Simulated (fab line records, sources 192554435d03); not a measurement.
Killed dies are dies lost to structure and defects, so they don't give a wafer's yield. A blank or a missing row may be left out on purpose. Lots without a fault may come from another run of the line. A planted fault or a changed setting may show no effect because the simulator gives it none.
Chamber matching | flow n5_finfet | N5_HKMG_FIN_ETCH_58 on rie_diel-01: 4 sister chambers
The step etches SOC in N2/H2, target depth 215.8 nm, time 741 s. 4 wafers are shown with their chamber, then 7 later ones without.

WAFERS WITH THEIR CHAMBER
wafer  | chamber | drypump_motor_current_A (A)
L081.3 | 3       | 6.6
L083.5 | 1       | 6.2
L087.1 | 2       | 5.6
L087.5 | 0       | 5.9

WAFERS WITHOUT THEIR CHAMBER
wafer  | drypump_motor_current_A (A)
L087.6 | 6.7
L088.1 | 5.9
L088.2 | 5.6
L088.5 | 6.2
L094.2 | 6.7
L094.3 | 6.0
L094.5 | 6.7

WHICH CHAMBER EACH WENT THROUGH
wafer  | from the rows above     | in truth
L087.6 | 3                       | 3
L088.1 | 0                       | 0
L088.2 | 2                       | 2
L088.5 | 1                       | 1
L094.2 | 3                       | 3
L094.3 | can't be placed: 0 or 1 | 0
L094.5 | 3                       | 3
Placed correctly: 6 of 7. Can't be placed from these rows: 1 (the true chamber is among the candidates in 1). Placed wrongly: 0.
How it was worked out, from the rows above alone: a wafer's distance from a chamber is the root of the sum, over the readings, of the square of ((its reading less the chamber's mean) divided by the reading's scatter). The wafer belongs to the nearest chamber; if the next one is less than 2 further off, it can't be placed. A chamber's mean is the mean of its shown wafers. The scatter: with one shown wafer a chamber, the root of the mean of the squares of how far each hidden wafer lies from its nearest shown one.
